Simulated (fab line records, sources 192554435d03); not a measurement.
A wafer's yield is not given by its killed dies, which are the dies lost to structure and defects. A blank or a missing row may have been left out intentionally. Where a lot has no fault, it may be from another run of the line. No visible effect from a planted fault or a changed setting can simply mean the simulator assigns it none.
A struck lot beside a sound one + flow n5Finfet + 39 steps out of a route of 1938
Sound: wafers L547.2, L547.5, L547.6. Wafers L539.1, L539.3, L539.4 were the ones struck. Last of all comes the cause.
Per side, at each step with rows, come the tool, then ch with its chambers, and then its first start. Under that, the readings that differ: sound wafers + struck wafers + difference of the means + sigmas: that difference in standard deviations of wafers without a fault.
alike: readings whose means differ by less than 2 such deviations, and words and numbers that are the same on both sides. not compared: withheld readings, readings that some wafer has no value for, bounds like >300 that may hide the same value, and numbers for which the record gives no deviation and whose values overlap.
Wherever a step has rows on one side only, a row that says differs or no value, or a row with sigmas, the two part there. When numbers do not overlap yet have no deviation, they are printed without sigmas and do not part them. A reading missing from all wafers of one side parts the sides only when that side holds two or more wafers.

first, 9 steps without rows for these wafers: N5_BEOL_M4_ANNEAL_95 (time 240 s); N5_BEOL_M4_SPUTTER_96 (material Cu, target thk 4.5 nm, time 8.29 s); N5_BEOL_M4_ECD_50 (material Cu, target thk 300 nm); N5_BEOL_M4_ANNEAL_51 (time 90 s); N5_BEOL_M4_CMP_52 (polishes, stops on SiOC, t overpolish 6.8 s, target thk 40 nm); N5_BEOL_M4_PRE_CLEAN_60 (time 15 s); N5_BEOL_M4_CO_CAP_55 (material Co, precursor CCTBA/H2, target thk 2 nm, time 102.1 s); N5_BEOL_M4_PRE_CLEAN_56 (time 15 s); N5_BEOL_M4_DEP_57 (deposits SiCN from 3MS/NH3, target thk 8 nm, time 14 s).
N5_BEOL_M4_RC_MEAS_101:
  sound on prober-02 ch 0, day 13 08:47; struck on prober-01 ch 0, day 11 13:49
  alike: DIBL_N, DIBL_P, IOFF_N, IOFF_P, ION_N, ION_P, SS_N, SS_P, VT_N, VT_P
then, 24 steps without rows for these wafers: N5_BEOL_M5_ILD_DEP_00 (deposits SiCOH lowk from DEMS/porogen, target thk 140.64 nm, time 25.9 s); N5_BEOL_M5_CURE_79 (cures SiCOH lowk, time 240 s); N5_BEOL_M5_PECVD_70 (deposits SiO2 from TEOS/O2, target thk 16 nm, time 18 s); N5_BEOL_M5_HM_DEP_02 (deposits TiN, target thk 20 nm); N5_BEOL_M5_COAT_59 (time 60 s, resist thk 60 nm); N5_BEOL_M5_COAT_60 (time 60 s, resist thk 12 nm); N5_BEOL_M5_COAT_71 (time 60 s, resist thk 5 nm); N5_BEOL_M5_COAT_05 (resist thk 30 nm); N5_BEOL_M5_EBR_07; N5_BEOL_M5_SOFTBAKE_06 (time 60 s); N5_BEOL_M5_EXPOSE_08 (exposes mask M5, target cd 28 nm); N5_BEOL_M5_PEB_09 (peb time 60 s); N5_BEOL_M5_DEVELOP_10 (develop time 30 s); N5_BEOL_M5_DESCUM_16 (chemistry O2, time 7 s); N5_BEOL_M5_ETCH_72 (etches underlayer in N2/H2, target depth 6.5 nm, time 5.2 s); N5_BEOL_M5_ETCH_61 (etches SiARC in CF4, target depth 15.6 nm, time 26 s); N5_BEOL_M5_ETCH_62 (etches SOC in N2/H2, target depth 75 nm, overetch 15 nm, time 112.5 s); N5_BEOL_M5_STRIP_63 (strips in N2/H2); N5_BEOL_M5_STRIP_73 (strips in N2/H2); N5_BEOL_M5_STRIP_64 (strips in CF4); N5_BEOL_M5_HM_OPEN_17 (chemistry Cl2/BCl3, target TiN, target depth 20 nm, overetch 6 nm); N5_BEOL_M5_STRIP_19 (strips in O2); N5_BEOL_M5_COAT_65 (time 60 s, resist thk 60 nm); N5_BEOL_M5_COAT_66 (time 60 s, resist thk 12 nm).
N5_BEOL_M5_CMP_52: polishes, stops on SiCOH lowk, t overpolish 6.9 s, target thk 62 nm.
  sound on cmp-01 ch 0,2,3, day 13 23:53; struck on cmp-01 ch 0,1,3, day 12 02:52
  no value came back on the struck wafers for any of 5 readings (barrierFieldEndpointS (s), clearingPlatenDownForcePsi (psi) and others); on the sound wafers barrierFieldEndpointS (s) reads 24.5 25.6 24.9
| reading                                   | sound          | struck            | difference | sigmas |
|-------------------------------------------|----------------|-------------------|------------|--------|
| model.Cu_of_BEOL_M5_ECD_50.thkNm (nm)     | 63.2 63.4 60.8 | 300.2 301.4 298.4 | +237.5     |        |
| model.SiO2_of_BEOL_M5_PECVD_70.thkNm (nm) | 0 0 0          | 15.6 16 15.8      | +15.8      |        |
  not compared: model.SiCOH_lowk_of_BEOL_M5_ILD_DEP_00.thkNm
N5_BEOL_M5_THK_MEAS_53: measures by xrf.
  sound: filmMetro-02 at day 14 00:05; struck: filmMetro-01 at day 12 03:07
| reading     | sound          | struck            | difference | sigmas      |
|-------------|----------------|-------------------|------------|-------------|
| M5_THK (nm) | 61.7 62.1 59.7 | 296.4 296.5 294.3 | +234.6     | +99 or more |
N5_BEOL_M5_RS_MEAS_57: a four-point-probe measurement.
  sound: filmMetro-01 at day 14 00:20; struck: filmMetro-02 at day 12 03:24
| reading        | sound             | struck            | difference | sigmas |
|----------------|-------------------|-------------------|------------|--------|
| M5_RS (ohm/sq) | 0.377 0.377 0.397 | 0.054 0.054 0.054 | -0.330     | -37    |
N5_BEOL_M5_INSPECT_58: inspects for defects (darkfield).
  sound: defectInspect-02 at day 14 00:22; struck: defectInspect-01 at day 12 03:25
| reading        | sound    | struck         | difference | sigmas |
|----------------|----------|----------------|------------|--------|
| rawDefectCount | 40 99 27 | 2052 2005 2104 | +1998      | +74    |
-- the record jumps here: 3 days lie between the struck wafers' starts before and after (it left off in module BEOL_M5 and takes up again in module PASSIVATION, whose first step shown is number 1936 of the route) --
N5_PASSIVATION_PROBE_49:
  sound: prober-01 at day 17 12:49; struck: prober-02 at day 15 11:35
| reading                | sound          | struck         | difference | sigmas      |
|------------------------|----------------|----------------|------------|-------------|
| defectLimitedYield (%) | 89.4 90.8 90.1 | 0 0 0          | -90        | -64         |
| killed_at_M4_up        | 9 11 17        | 1101 1099 1097 | +1087      | +99 or more |
| killedDies             | 125 109 117    | 1180 1180 1180 | +1063      | +66         |
| killedOnRim            | 15 17 16       | 152 152 152    | +136       | +34         |
| sortNPass              | 1055 1071 1063 | 0 0 0          | -1063      | -66         |
| sortYieldPct (%)       | 89.4 90.8 90.1 | 0 0 0          | -90        | -64         |
  alike: killed_at_M0_to_M3, killedAtContacts, killedAtFrontEnd, killedAtOther, killedOpen, killedShort, sort_bin_5_function, sort_bin_6_memory

## WHERE THEY PART
Last at N5_PASSIVATION_PROBE_49 as far as this record goes, first at N5_BEOL_M5_CMP_52.

WHY: what had been put in by the simulator
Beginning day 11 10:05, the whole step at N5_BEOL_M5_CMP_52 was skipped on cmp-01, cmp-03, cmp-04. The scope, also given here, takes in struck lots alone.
